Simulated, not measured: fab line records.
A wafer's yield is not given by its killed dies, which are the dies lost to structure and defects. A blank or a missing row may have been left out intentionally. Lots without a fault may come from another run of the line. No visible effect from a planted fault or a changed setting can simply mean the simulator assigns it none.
The tool behind it: which one? || flow nand_harc || 21 wafers from 7 lots sampled at 4 of the route's 1159 steps

WHAT THE GAUGES SHOWED, per wafer
NHARC_A_ONON_D1_THK_MEAS_08: measures by ellipsometry.
{"lot": "L878", "measured": "day 8 03:44", "on": "film_metro-01", "thk_nm (nm)": "971 970 971"}
{"lot": "L880", "measured": "day 8 08:25", "on": "film_metro-02", "thk_nm (nm)": "1003 1004 1003"}
{"lot": "L890", "measured": "day 10 23:31", "on": "film_metro-01", "thk_nm (nm)": "1007 1006 1005"}
{"lot": "L892", "measured": "day 11 19:51", "on": "film_metro-02", "thk_nm (nm)": "981 983 984"}
{"lot": "L893", "measured": "day 11 19:59", "on": "film_metro-01", "thk_nm (nm)": "986 984 986"}
{"lot": "L894", "measured": "day 11 19:30", "on": "film_metro-01", "thk_nm (nm)": "1008 1008 1010"}
{"lot": "L899", "measured": "day 13 00:33", "on": "film_metro-01", "thk_nm (nm)": "1006 1006 1008"}

TOOL THAT RAN EACH LOT (tool first, then ch and the chambers of the sampled wafers, then the start)
{"lot": "L878", "NHARC_P_M2_PVD_21": "pvd_sputter-02, day 6 23:50 or earlier", "NHARC_A_ZERO_WELL_ETCH_13": "rie_si-06 ch 0,1, day 7 04:20", "NHARC_A_ONON_D1_DEP_06": "pecvd_onon-03 ch 0, day 8 03:24"}
{"lot": "L880", "NHARC_P_M2_PVD_21": "pvd_sputter-01, day 7 03:44 or earlier", "NHARC_A_ZERO_WELL_ETCH_13": "rie_si-03 ch 0,1, day 7 08:10", "NHARC_A_ONON_D1_DEP_06": "pecvd_onon-02 ch 0, day 8 07:55"}
{"lot": "L890", "NHARC_P_M2_PVD_21": "pvd_sputter-03, day 9 18:55 or earlier", "NHARC_A_ZERO_WELL_ETCH_13": "rie_si-06 ch 0,1, day 9 23:35", "NHARC_A_ONON_D1_DEP_06": "pecvd_onon-03 ch 0, day 10 23:01"}
{"lot": "L892", "NHARC_P_M2_PVD_21": "pvd_sputter-01, day 10 10:37 or earlier", "NHARC_A_ZERO_WELL_ETCH_13": "rie_si-03 ch 0,1,2, day 10 14:56", "NHARC_A_ONON_D1_DEP_06": "pecvd_onon-04 ch 0, day 11 19:20"}
{"lot": "L893", "NHARC_P_M2_PVD_21": "pvd_sputter-02, day 10 12:02 or earlier", "NHARC_A_ZERO_WELL_ETCH_13": "rie_si-03 ch 0,2,3, day 10 16:43", "NHARC_A_ONON_D1_DEP_06": "pecvd_onon-03 ch 0, day 11 19:29"}
{"lot": "L894", "NHARC_P_M2_PVD_21": "pvd_sputter-03, day 10 19:27 or earlier", "NHARC_A_ZERO_WELL_ETCH_13": "rie_si-03 ch 0,2,3, day 10 23:58", "NHARC_A_ONON_D1_DEP_06": "pecvd_onon-04 ch 0, day 11 19:06"}
{"lot": "L899", "NHARC_P_M2_PVD_21": "pvd_sputter-02, day 11 22:27 or earlier", "NHARC_A_ZERO_WELL_ETCH_13": "rie_si-02 ch 1,2, day 12 02:54", "NHARC_A_ONON_D1_DEP_06": "pecvd_onon-04 ch 0, day 13 00:06"}
- NHARC_P_M2_PVD_21: deposits Cu, target thk 30 nm, time 20.49 s.
- NHARC_A_ZERO_WELL_ETCH_13: etches the open film in HBr/Cl2, target depth 120 nm, time 40.1 s.
- NHARC_A_ONON_D1_DEP_06: target thk 1000 nm.

THE ANSWER, worked out from the rows above alone
Rule: the lots themselves supply what counts as usual. Put in order of their means at a reading, lots are off if they are a third of the lots or fewer, leave a main group of 4 or more, and stand apart from it by a gap of 3 or more times the standard deviation of the main group's means; of several such gaps the widest counts. If all means in a main group match to the digits the tables above print for the reading, that group is not used. Also off: a lot with no number at a reading for which 4 or more lots have one. Any other lot the step has rows for is counted as sound.
Nothing can be told from this: no lot is off at any reading shown.

WHAT THE SIMULATOR HAD PUT IN
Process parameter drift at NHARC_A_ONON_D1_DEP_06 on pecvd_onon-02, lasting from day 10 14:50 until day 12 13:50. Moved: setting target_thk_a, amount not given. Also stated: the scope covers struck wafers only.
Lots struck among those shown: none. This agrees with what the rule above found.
